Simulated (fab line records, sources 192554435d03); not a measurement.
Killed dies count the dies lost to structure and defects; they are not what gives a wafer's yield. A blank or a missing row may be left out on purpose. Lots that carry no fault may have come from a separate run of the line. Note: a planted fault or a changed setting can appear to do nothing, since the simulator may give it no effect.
Comparing a struck lot with a sound one :: flow n5-finfet :: 14 steps out of a route of 1938
Sound: the wafers L217.1, L217.2, L217.6. Struck: wafers L224.2, L224.3, L224.4. Last of all comes the cause.
At each step with rows: each side's tool, then ch and its chambers, then its first start. Under that, the readings that differ: sound wafers :: struck wafers :: difference of the means :: sigmas: that difference in standard deviations of wafers without a fault.
alike: same words and numbers on both sides, and readings whose means sit less than 2 such deviations apart. not compared: any withheld reading, any reading some wafer has no value for, any bound like >300 that may hide the same value, and any number with overlapping values for which the record gives no deviation.
Wherever a step has rows on one side only, a row that says differs or no value, or a row with sigmas, the two part there. Non-overlapping numbers with no deviation appear without sigmas and do not part them. A reading missing from all wafers of one side parts the sides only when that side holds two or more wafers.

N5_BEOL_M11_CMP_52: polishes, stops on SiCOH lowk, t overpolish 7 s, target thk 140 nm.
  sound on cmp-04 ch 0,1, day 12 07:04; struck on cmp-01 ch 1,2,3, day 14 06:22
  alike: barrier-field-endpoint-s, motor-current-A, overpolish-run-s, retaining-ring-pressure-frac, time-to-endpoint-s
N5_BEOL_M11_THK_MEAS_53: measures by xrf.
  sound: film-metro-01 at day 12 07:22; struck: film-metro-01 at day 14 06:39
  alike: M11_THK
then, 1 step without rows for these wafers: N5_BEOL_M11_PRE_CLEAN_55 (time 15 s).
N5_BEOL_M11_DEP_56: deposits SiCN from 3MS/NH3, target thk 30 nm, time 10.5 s.
  sound on pecvd-03 ch 1,2, day 12 07:25; struck on pecvd-03 ch 0,1,2, day 14 06:43
  alike: showerhead-plenum-p-Torr, throttle-valve-pct
N5_BEOL_M11_RS_MEAS_57: uses a four-point probe to measure.
  sound: film-metro-02 at day 12 07:29; struck: film-metro-02 at day 14 06:47
  alike: M11_RS
N5_BEOL_M11_INSPECT_58: inspects for defects (darkfield).
  sound: defect-inspect-02 at day 12 07:31; struck: defect-inspect-02 at day 14 06:48
  alike: raw-defect-count
N5_BEOL_M12_ILD_DEP_00: deposits SiOC from DEMS/O2, target thk 658.92 nm, time 130.7 s.
  sound on pecvd-04 ch 0,1,2, day 12 07:33; struck on pecvd-04 ch 0,2, day 14 06:50
  alike: heater-power-outer-w, heater-power-w, showerhead-plenum-p-Torr, throttle-valve-pct
N5_BEOL_M12_THK_MEAS_01:
  sound: film-metro-01 at day 12 07:41; struck: film-metro-01 at day 14 07:01
  alike: M12_ILD_THK
then, 4 steps without rows for these wafers: N5_BEOL_M12_COAT_58 (time 60 s, resist thk 89 nm); N5_BEOL_M12_COAT_04 (resist thk 400 nm); N5_BEOL_M12_EBR_06; N5_BEOL_M12_SOFTBAKE_05 (time 60 s).
N5_BEOL_M12_EXPOSE_07: exposes mask V11.
  sound on krf-scanner-02 ch 0, day 12 07:49; struck on krf-scanner-01, day 14 07:17
  no value came back on the struck wafers for exposure-dose-mJ-cm2, focus-offset-nm (nm); on the sound wafers exposure-dose-mJ-cm2 reads 32.51 32.52 32.56
  alike: mask
then, 1 step without rows for these wafers: N5_BEOL_M12_PEB_08 (peb time 90 s).

## WHERE THEY PART
Only at N5_BEOL_M12_EXPOSE_07, within this record.

WHY: whatever the simulator had introduced
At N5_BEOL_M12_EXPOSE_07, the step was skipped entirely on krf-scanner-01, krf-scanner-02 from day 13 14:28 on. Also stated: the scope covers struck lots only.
